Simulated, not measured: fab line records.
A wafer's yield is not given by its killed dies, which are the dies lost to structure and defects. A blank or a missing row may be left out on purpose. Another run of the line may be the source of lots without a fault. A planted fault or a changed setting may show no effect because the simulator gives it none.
Split-lot experiment    flow n5 finfet    7 lots, 21 wafers read, on a route of 1938 steps

== ON THE SPLIT ==
At N5_BEOL_M14_ETCH_68 (etches SOC in N2/H2, time 450 s), the setting time s was moved away from the recipe's 450 s on 10 of the 21 wafers read, by -17.9% to +22.0%. For the rest of the wafers, this setting stayed at what the recipe calls for.

The split's own step is where the reading is taken.

== THE READING ==
SiARC_of_BEOL_M14_COAT_66.thk nm (the simulator's own value, which no gauge read), in nm, at N5_BEOL_M14_ETCH_68 (etches SOC in N2/H2, time 450 s). The file gives no usual value for it. Across the 11 wafers here that went through the recipe, the average is 65.6 nm and the standard deviation 0.96 nm.

wafer   tool, chamber at the split  time s as run, s  against the recipe  SiARC_of_BEOL_M14_COAT_66.thk nm, nm  against lot-mates on the recipe
L074.2  rie diel-01, 2,0            369.3             -17.9%              72.4                                  +7.2
L074.5  rie diel-01, 2,0            369.3             -17.9%              72.4                                  +7.2
L074.6  rie diel-01, 1              450               recipe              65.2                                  -
L082.1  rie diel-03, 3              450               recipe              66                                    -
L082.3  rie diel-03, 2              450               recipe              64.4                                  -
L082.5  rie diel-03, 3              450               recipe              66.2                                  -
L089.2  rie diel-05, 2              514.9             +14.4%              56.8                                  no lot-mate on the recipe
L089.3  rie diel-05, 1              514.9             +14.4%              59.4                                  no lot-mate on the recipe
L089.5  rie diel-05, 2              514.9             +14.4%              57.4                                  no lot-mate on the recipe
L090.3  rie diel-01, 2              403.8             -10.3%              69.4                                  +5.2
L090.5  rie diel-01, 1              403.8             -10.3%              68.4                                  +4.2
L090.6  rie diel-01, 2              450               recipe              64.2                                  -
L093.1  rie diel-03, 1              450               recipe              65.8                                  -
L093.4  rie diel-03, 1              450               recipe              66.4                                  -
L093.6  rie diel-03, 3              422               -6.2%               69.4                                  +3.3
L094.1  rie diel-05, 1              549.1             +22.0%              57.2                                  -7.2
L094.3  rie diel-05, 2              450               recipe              64.4                                  -
L094.4  rie diel-05, 3              549.1             +22.0%              56                                    -8.4
L097.1  rie diel-03, 2              450               recipe              65                                    -
L097.3  rie diel-03, 1              450               recipe              66.2                                  -
L097.4  rie diel-03, 3              450               recipe              67.4                                  -
If several chambers appear in one row, that row covers several wafers at once and the file leaves open which wafer was in which chamber.

FIT RESULTS
A straight line over all 21 wafers: SiARC_of_BEOL_M14_COAT_66.thk nm changes by -0.425 nm for each +1% of time s; r = -0.97; the points scatter about the line by 1.2 nm.
The same after taking each lot's own level away (the mean of its wafers on the recipe; 18 wafers): -0.383 nm for each +1%; r = -0.99; scatter 0.72 nm.
That fit puts the effect of the largest move of time s on the reading at 8.4 nm.
The span of the lots' own levels, 64.20 to 66.20 nm, comes to 2.1 times the standard deviation stated above.
Thus the slope moves with the lot-to-lot level: the two fits are different.
Check: with one of the wafers moved furthest among these (+22.0%) left out of the fit, the line predicts -8.73 nm for it against its lot-mates. It came out at -7.2 nm against them.

== OTHER SPLITS APPLIED TO THESE WAFERS ==
Before the reading, these wafers also passed through other splits. Each is held against what the fit with the lots' levels taken away leaves over:
other split on the same wafers     wafers away from the commonest value  r with SiARC_of_BEOL_M14_COAT_66.thk nm (lot level and that fit taken away)
N5_BEOL_M10_ETCH_41 source w       5                                     +0.34
N5_BEOL_M12_ETCH_68 time s         7                                     +0.26
N5_BEOL_M12_SPUTTER_44 time s      7                                     -0.10
N5_BEOL_M13_TRENCH_ETCH_34 time s  5                                     -0.07

== THE FILE'S OWN FIT ==
SiARC_of_BEOL_M14_COAT_66.thk nm changes by -0.389 nm for each +1% of time s, r = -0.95.
